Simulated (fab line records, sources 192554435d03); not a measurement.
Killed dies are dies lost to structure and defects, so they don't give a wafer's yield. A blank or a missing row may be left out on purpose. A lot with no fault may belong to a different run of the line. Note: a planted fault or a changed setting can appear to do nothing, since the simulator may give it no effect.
A lot that was struck, set against a sound lot + flow n5Finfet + 17 steps out of a route of 1938
Sound: these wafers, L285.4, L285.5, L285.6. Struck: wafer L273.3 (left out: L273.6, a lot-mate that was not struck); the cause follows at the end.
At each step with rows: each side's tool, then ch and its chambers, then its first start. Under that, the readings that differ: sound wafers + struck wafers + difference of the means + sigmas: that difference in standard deviations of wafers without a fault.
alike: readings whose means differ by less than 2 such deviations, and words and numbers that are the same on both sides. not compared: withheld readings, readings that some wafer has no value for, bounds like >300 that may hide the same value, and numbers for which the record gives no deviation and whose values overlap.
Wherever a step has rows on one side only, a row that says differs or no value, or a row with sigmas, the two part there. Numbers that have no deviation but don't overlap get no sigmas and don't part them. Lack of a reading on every wafer of one side parts them only where that side has two or more wafers.

first, 7 steps without rows for these wafers: N5_BEOL_M9_COAT_60 (time 60 s, resist thk 30 nm); N5_BEOL_M9_COAT_05 (resist thk 90 nm); N5_BEOL_M9_EBR_07; N5_BEOL_M9_SOFTBAKE_06 (time 60 s); N5_BEOL_M9_EXPOSE_08 (exposes mask M9); N5_BEOL_M9_PEB_09 (peb time 60 s); N5_BEOL_M9_DEVELOP_10 (develop time 30 s).
N5_BEOL_M9_CD_MEAS_11: target cd 64.1 nm.
  sound on cdSem-01 ch 0, day 17 12:21; struck on cdSem-02 ch 0, day 13 20:49
  alike: cdNm
N5_BEOL_M9_OVL_MEAS_12:
  sound on overlay-01 ch 0, day 17 12:23; struck on overlay-01 ch 0, day 13 20:50
  alike: M9_OVL
N5_BEOL_M9_INSPECT_13: inspects for defects (brightfield).
  sound: defectInspect-01 at day 17 12:24; struck: defectInspect-01 at day 13 20:52
  alike: rawDefectCount
N5_BEOL_M9_DESCUM_16: chemistry O2, time 7.9 s.
  sound on rieDiel-05 ch 0,3, day 17 12:26; struck on rieDiel-05 ch 3, day 13 20:55
| reading              | sound             | struck | difference | sigmas |
|----------------------|-------------------|--------|------------|--------|
| throttleValvePct (%) | 20.04 20.78 20.05 | 20.75  | +0.46      | +2     |
  alike: drypumpMotorCurrentA, oesProductAu, rfVppV, showerheadPlenumPTorr
  not compared: rfHoursCounterH
N5_BEOL_M9_ETCH_61: etches SiARC in CF4, target depth 39 nm, time 65 s.
  sound on rieDiel-05 ch 0,3, day 17 12:28; struck on rieDiel-05 ch 3, day 13 20:56
| reading              | sound             | struck | difference | sigmas |
|----------------------|-------------------|--------|------------|--------|
| throttleValvePct (%) | 15.13 16.02 15.15 | 15.95  | +0.52      | +2     |
  alike: drypumpMotorCurrentA, etchRfOnTimeS, oesProductAu, rfVppV, showerheadPlenumPTorr
  not compared: rfHoursCounterH
N5_BEOL_M9_ETCH_62: etches SOC in N2/H2, target depth 110 nm, overetch 22 nm, time 165 s.
  sound on rieDiel-05 ch 0,3, day 17 12:31; struck on rieDiel-05 ch 3, day 13 20:59
| reading                                   | sound          | struck | difference | sigmas |
|-------------------------------------------|----------------|--------|------------|--------|
| model.SiARC_of_BEOL_M9_COAT_60.thkNm (nm) | 23.6 23.4 23.6 | 21.4   | -2.1       |        |
| model.BEOL_M9.cdOffsetNm (nm)             | -1 -1.4 -0.6   | 0.6    | +1.6       |        |
  alike: drypumpMotorCurrentA, h2FlowSccm, oesProductAu, rfVppV, showerheadPlenumPTorr, throttleValvePct
  not compared: rfHoursCounterH
then, 1 step without rows for these wafers: N5_BEOL_M9_STRIP_68 (strips in N2/H2).
N5_BEOL_M9_STRIP_67: strips in CF4.
  sound on rieDiel-05 ch 0,3, day 17 12:40; struck on rieDiel-05 ch 3, day 13 21:08
| reading              | sound             | struck | difference | sigmas |
|----------------------|-------------------|--------|------------|--------|
| throttleValvePct (%) | 13.08 14.00 13.08 | 13.92  | +0.53      | +2     |
  alike: drypumpMotorCurrentA, oesProductAu, rfVppV, showerheadPlenumPTorr
  not compared: rfHoursCounterH
N5_BEOL_M9_HM_OPEN_17: chemistry Cl2/BCl3, target TiN, target depth 20 nm, overetch 6 nm.
  sound on rieMetal-03 ch 0,1, day 17 12:44; struck on rieMetal-01 ch 0, day 13 21:13
| reading                       | sound        | struck | difference | sigmas |
|-------------------------------|--------------|--------|------------|--------|
| drypumpMotorCurrentA (A)      | 5.1 5.1 5.9  | 6.8    | +1.4       | +3     |
| model.BEOL_M9.cdOffsetNm (nm) | -1 -1.4 -0.6 | 0.8    | +1.8       |        |
  alike: oesProductAu, throttleValvePct
  not compared: rfHoursCounterH
N5_BEOL_M9_STRIP_19: strips in O2.
  sound on rieDiel-03 ch 0,1, day 17 12:49; struck on rieDiel-02 ch 1, day 13 21:23
  alike: drypumpMotorCurrentA, oesProductAu, rfVppV, showerheadPlenumPTorr, throttleValvePct
  not compared: rfHoursCounterH

== WHERE THEY PART ==
First at N5_BEOL_M9_DESCUM_16; last, within this record, at N5_BEOL_M9_HM_OPEN_17. Later steps at which nothing parts them and some readings are alike: N5_BEOL_M9_STRIP_19.

WHY: what the simulator had put in
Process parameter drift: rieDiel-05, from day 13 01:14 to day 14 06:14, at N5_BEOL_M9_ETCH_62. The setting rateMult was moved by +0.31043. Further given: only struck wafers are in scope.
